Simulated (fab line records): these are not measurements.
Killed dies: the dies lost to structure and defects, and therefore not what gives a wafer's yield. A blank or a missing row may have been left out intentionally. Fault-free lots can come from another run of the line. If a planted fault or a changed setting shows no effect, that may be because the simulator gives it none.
Which tool is to blame? / flow n5Finfet / 30 wafers from 10 lots sampled at 4 of the route's 1938 steps

== WHAT THE GAUGES READ, wafer by wafer ==
N5_BEOL_M11_CD_MEAS_18: pitch 140 nm, target cd 70 nm.
lot=L640; measured=day 13 02:18; on=cdSem-02; cdNm (nm)=70.4 70.4 69.1
lot=L639; measured=day 13 07:44; on=cdSem-01; cdNm (nm)=70.4 70.0 68.1
lot=L641; measured=day 13 17:02; on=cdSem-03; cdNm (nm)=69.2 69.9 68.4
lot=L642; measured=day 14 00:06; on=cdSem-02; cdNm (nm)=70.3 70.2 69.8
lot=L653; measured=day 16 17:04; on=cdSem-03; cdNm (nm)=67.5 68.3 68.0
lot=L656; measured=day 17 03:04; on=cdSem-01; cdNm (nm)=69.6 69.7 69.3
lot=L655; measured=day 17 22:08; on=cdSem-02; cdNm (nm)=71.2 69.2 70.5
lot=L659; measured=day 18 06:53; on=cdSem-02; cdNm (nm)=71.2 69.6 70.3
lot=L657; measured=day 18 13:11; on=cdSem-03; cdNm (nm)=69.4 68.6 69.6
lot=L660; measured=day 20 08:05; on=cdSem-03; cdNm (nm)=70.7 69.8 70.0

== TOOL THAT RAN EACH LOT (tool first, then ch and the chambers of the sampled wafers, then the start) ==
lot=L640; N5_BEOL_M11_HM_DEP_02=pvdSputter-02, day 13 01:23; N5_BEOL_M11_ETCH_62=rieDiel-03 ch 1,2,3, day 13 01:56; N5_BEOL_M11_STRIP_67=rieDiel-03 ch 1,2,3, day 13 02:05
lot=L639; N5_BEOL_M11_HM_DEP_02=pvdSputter-02, day 13 06:42; N5_BEOL_M11_ETCH_62=rieDiel-02 ch 0,1,3, day 13 07:22; N5_BEOL_M11_STRIP_67=rieDiel-02 ch 0,1,3, day 13 07:31
lot=L641; N5_BEOL_M11_HM_DEP_02=pvdSputter-03, day 13 15:50; N5_BEOL_M11_ETCH_62=rieDiel-03 ch 0,2,3, day 13 16:23; N5_BEOL_M11_STRIP_67=rieDiel-03 ch 0,2,3, day 13 16:32
lot=L642; N5_BEOL_M11_HM_DEP_02=pvdSputter-03, day 13 23:04; N5_BEOL_M11_ETCH_62=rieDiel-02 ch 1,2, day 13 23:44; N5_BEOL_M11_STRIP_67=rieDiel-02 ch 1,2, day 13 23:53
lot=L653; N5_BEOL_M11_HM_DEP_02=pvdSputter-03, day 16 12:30; N5_BEOL_M11_ETCH_62=rieDiel-02 ch 0,1, day 16 16:35; N5_BEOL_M11_STRIP_67=rieDiel-02 ch 0,1, day 16 16:44
lot=L656; N5_BEOL_M11_HM_DEP_02=pvdSputter-03, day 17 01:54; N5_BEOL_M11_ETCH_62=rieDiel-06 ch 0,1,3, day 17 02:37; N5_BEOL_M11_STRIP_67=rieDiel-06 ch 0,1,3, day 17 02:46
lot=L655; N5_BEOL_M11_HM_DEP_02=pvdSputter-03, day 17 21:10; N5_BEOL_M11_ETCH_62=rieDiel-06 ch 1,3, day 17 21:46; N5_BEOL_M11_STRIP_67=rieDiel-06 ch 1,3, day 17 21:54
lot=L659; N5_BEOL_M11_HM_DEP_02=pvdSputter-02, day 18 05:29; N5_BEOL_M11_ETCH_62=rieDiel-06 ch 2,3, day 18 06:20; N5_BEOL_M11_STRIP_67=rieDiel-06 ch 2,3, day 18 06:29
lot=L657; N5_BEOL_M11_HM_DEP_02=pvdSputter-01, day 18 11:24; N5_BEOL_M11_ETCH_62=rieDiel-03 ch 1,2,3, day 18 12:47; N5_BEOL_M11_STRIP_67=rieDiel-03 ch 1,2,3, day 18 12:56
lot=L660; N5_BEOL_M11_HM_DEP_02=pvdSputter-02, day 20 06:52; N5_BEOL_M11_ETCH_62=rieDiel-03 ch 0,2,3, day 20 07:38; N5_BEOL_M11_STRIP_67=rieDiel-03 ch 0,2,3, day 20 07:47
- N5_BEOL_M11_HM_DEP_02: deposits TiN, target thk 20 nm.
- N5_BEOL_M11_ETCH_62: etches SOC in N2/H2, target depth 110 nm, overetch 22 nm, time 165 s.
- N5_BEOL_M11_STRIP_67: strips in CF4.

== THE ANSWER, worked out from the rows above alone ==
Rule: usual is defined by the lots themselves. Put in order of their means at a reading, lots are off if they are a third of the lots or fewer, leave a main group of 4 or more, and stand apart from it by a gap of 3 or more times the standard deviation of the main group's means; of several such gaps the widest counts. The tables above print the reading to a certain number of digits; a main group whose means all agree to those digits is not used. Also off: a lot with no number at a reading for which 4 or more lots have one. Where the step has rows for the other lots, those lots are counted as sound.
Nothing can be told from this: no lot is off at any reading shown.

== WHAT WAS PUT IN BY THE SIMULATOR ==
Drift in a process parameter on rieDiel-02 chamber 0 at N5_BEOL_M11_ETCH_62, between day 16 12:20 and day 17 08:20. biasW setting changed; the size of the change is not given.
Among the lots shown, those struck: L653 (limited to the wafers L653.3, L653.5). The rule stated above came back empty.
